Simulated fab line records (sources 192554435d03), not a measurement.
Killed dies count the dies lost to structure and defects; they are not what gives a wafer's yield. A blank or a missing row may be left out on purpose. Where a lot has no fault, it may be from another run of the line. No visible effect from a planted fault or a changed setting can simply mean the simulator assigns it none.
Struck lot and sound lot, side by side || flow n5 finfet || 15 steps out of a route of 1938
Sound: the wafers L262.3, L262.5, L262.6. The struck wafers were L272.1, L272.5, L272.6. At the end, the cause is stated.
For every step that has rows: the tool of each side, followed by ch and its chambers, followed by its first start. Under that, the readings that differ: sound wafers || struck wafers || difference of the means || sigmas: that difference in standard deviations of wafers without a fault.
alike: same words and numbers on both sides, and readings whose means sit less than 2 such deviations apart. not compared: any withheld reading, any reading some wafer has no value for, any bound like >300 that may hide the same value, and any number with overlapping values for which the record gives no deviation.
The two part at a step that has a row with sigmas, a row that says differs or no value, or rows on one side only. Numbers that don't overlap but have no deviation are shown without sigmas and don't part them. A reading missing from all wafers of one side parts the sides only when that side holds two or more wafers.

first, 1 step without rows for these wafers: N5_BEOL_M13_STRIP_70 (strips in C4F8/O2/Ar).
N5_BEOL_M13_OCD_MEAS_35:
  sound on ocd-01, day 13 18:42; struck on ocd-01, day 15 20:47
{"reading": "trench depth nm (nm)", "sound": "408 410 407", "struck": "420 426 418", "difference": "+13", "sigmas": "+2"}
N5_BEOL_M13_STRIP_37: strips in N2/H2.
  sound on plasma asher-02 ch 0,1, day 13 18:46; struck on plasma asher-01 ch 0,1, day 15 20:50
  alike: drypump motor current A, heater power w, oes product au
  not compared: rf hours counter h
then, 3 steps without rows for these wafers: N5_BEOL_M13_ETCH_38 (etches SiCN in CF4/N2, target depth 67.5 nm, time 71.9 s); N5_BEOL_M13_PRECLEAN_39 (cleans in residue remover, time 60 s); N5_BEOL_M13_SRD_40 (time 30 s, dry time 30 s).
N5_BEOL_M13_DEGAS_41: time 60 s.
  sound on pvd sputter-01, day 13 19:22; struck on pvd sputter-03, day 15 22:05
  alike: heater power w
N5_BEOL_M13_PRE_CLEAN_42: time 30 s.
  sound on pvd sputter-01, day 13 19:25; struck on pvd sputter-03, day 15 22:08
  alike: heater power w
N5_BEOL_M13_SPUTTER_43: material TaN, target thk 15 nm, time 24.19 s.
  sound on pvd sputter-01, day 13 19:27; struck on pvd sputter-03, day 15 22:10
  alike: substrate temp c, throttle valve pct
N5_BEOL_M13_SPUTTER_44: material Ta, target thk 10 nm, time 16.13 s.
  sound on pvd sputter-01, day 13 19:32; struck on pvd sputter-03, day 15 22:15
  alike: substrate temp c, throttle valve pct
then, 2 steps without rows for these wafers: N5_BEOL_M13_SPUTTER_45 (material Cu, target thk 80 nm, time 13.33 s); N5_BEOL_M13_ECD_47 (material Cu, target thk 936 nm).
N5_BEOL_M13_ANNEAL_48: time 90 s.
  struck on rtp anneal-01, day 15 22:37; sound on rtp anneal-01 ch 0, day 13 20:43
  no value came back on the struck wafers for anneal temp c (C), anneal temp c max, wafer_temp_C_max; on the sound wafers anneal temp c (C) reads 225.26 225.14 224.94
then, 2 steps without rows for these wafers: N5_BEOL_M13_CMP_49 (polishes, stops on SiOC, t overpolish 17.1 s, target thk 420 nm); N5_PASSIVATION_PROBE_49.

== WHERE THEY PART ==
First at N5_BEOL_M13_OCD_MEAS_35; last, within this record, at N5_BEOL_M13_ANNEAL_48.

WHY: whatever the simulator had introduced
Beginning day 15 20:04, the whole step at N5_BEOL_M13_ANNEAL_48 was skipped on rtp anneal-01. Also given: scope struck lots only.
